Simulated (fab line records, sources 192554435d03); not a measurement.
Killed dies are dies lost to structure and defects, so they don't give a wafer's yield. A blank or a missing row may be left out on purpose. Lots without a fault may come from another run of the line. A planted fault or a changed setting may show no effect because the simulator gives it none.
Chamber matching | flow n5_finfet | N5_BEOL_M9_ALD_74 on ald_metal-04: 4 sister chambers
The step deposits TaN, target thk 2 nm, pulse time 2 s, purge time 3 s. 8 wafers are shown with their chamber, then 10 later ones without.

WAFERS WITH THEIR CHAMBER
wafer  | chamber | heater_power_w (W) | mfc_carrier_sccm (sccm)
L079.2 | 3       | 457                | 1502
L080.2 | 3       | 450                | 1503
L081.6 | 0       | 391                | 1494
L082.1 | 2       | 392                | 1499
L082.3 | 0       | 390                | 1501
L082.4 | 1       | 408                | 1501
L085.1 | 2       | 398                | 1496
L085.2 | 1       | 410                | 1500

WAFERS WITHOUT THEIR CHAMBER
wafer  | heater_power_w (W) | mfc_carrier_sccm (sccm)
L085.6 | 407                | 1499
L087.3 | 394                | 1501
L087.4 | 458                | 1504
L087.5 | 459                | 1502
L092.1 | 455                | 1504
L092.2 | 408                | 1500
L092.5 | 465                | 1511
L096.1 | 388                | 1505
L096.3 | 377                | 1507
L096.5 | 383                | 1503

WHICH CHAMBER EACH WENT THROUGH
wafer  | from the rows above     | in truth
L085.6 | 1                       | 1
L087.3 | can't be placed: 2 or 0 | 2
L087.4 | 3                       | 3
L087.5 | 3                       | 3
L092.1 | 3                       | 3
L092.2 | 1                       | 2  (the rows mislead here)
L092.5 | 3                       | 3
L096.1 | can't be placed: 0 or 2 | 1
L096.3 | can't be placed: 0 or 2 | 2
L096.5 | can't be placed: 0 or 2 | 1
Placed correctly: 5 of 10. Can't be placed from these rows: 4 (the true chamber is among the candidates in 2). Placed wrongly: 1.
How it was worked out, from the rows above alone: a wafer's distance from a chamber is the root of the sum, over the readings, of the square of ((its reading less the chamber's mean) divided by the reading's scatter). The wafer belongs to the nearest chamber; if the next one is less than 2 further off, it can't be placed. A chamber's mean is the mean of its shown wafers. The scatter: the root of (the sum of the squares of (reading less its chamber's mean) over the shown wafers, divided by (wafers less chambers)).
